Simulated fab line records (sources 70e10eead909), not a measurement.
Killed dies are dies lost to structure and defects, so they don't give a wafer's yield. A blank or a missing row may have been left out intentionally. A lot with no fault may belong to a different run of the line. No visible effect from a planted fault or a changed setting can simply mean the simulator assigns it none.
Chamber matching	flow nandHarc	NHARC_A_M0_STRIP_18 on rieDiel-13 has 4 sister chambers
The step strips in N2/H2. 4 wafers are shown with their chamber, then 11 later ones without.

## WAFERS PAIRED WITH THEIR CHAMBERS
wafer	chamber	oesProductAu (a.u.)
L085.4	1	1.011
L085.5	0	0.997
L086.1	2	0.993
L090.1	3	0.995

## WAFERS WITH NO CHAMBER GIVEN
wafer	oesProductAu (a.u.)
L090.3	0.998
L090.6	0.991
L092.2	1.005
L092.3	0.985
L092.4	1.000
L093.1	1.006
L093.3	1.005
L093.4	1.001
L095.1	0.999
L095.2	1.001
L095.5	1.010

## WHICH CHAMBER EACH WENT THROUGH
wafer	from the rows above	in truth
L090.3	can't be placed: 0 or 3 or 2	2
L090.6	can't be placed: 2 or 3 or 0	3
L092.2	can't be placed: 1 or 0 or 3 or 2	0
L092.3	can't be placed: 2 or 3 or 0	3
L092.4	can't be placed: 0 or 3 or 2 or 1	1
L093.1	can't be placed: 1 or 0 or 3 or 2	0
L093.3	can't be placed: 1 or 0 or 3 or 2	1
L093.4	can't be placed: 0 or 3 or 2 or 1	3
L095.1	can't be placed: 0 or 3 or 2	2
L095.2	can't be placed: 0 or 3 or 2 or 1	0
L095.5	1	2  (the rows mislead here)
Correct placement for 0 of the 11. These rows do not allow placing 10 (true chamber among the candidates in 10). Wrongly placed: 1.
How it was worked out, from the rows above alone: a wafer's distance from a chamber is the root of the sum, over the readings, of the square of ((its reading less the chamber's mean) divided by the reading's scatter). The wafer belongs to the nearest chamber; if the next one is less than 2 further off, it can't be placed. For every chamber, the mean is computed from those of its wafers that are shown. The scatter (one wafer shown for each chamber): square how far every hidden wafer sits from the nearest shown wafer, average those squares and take the square root.
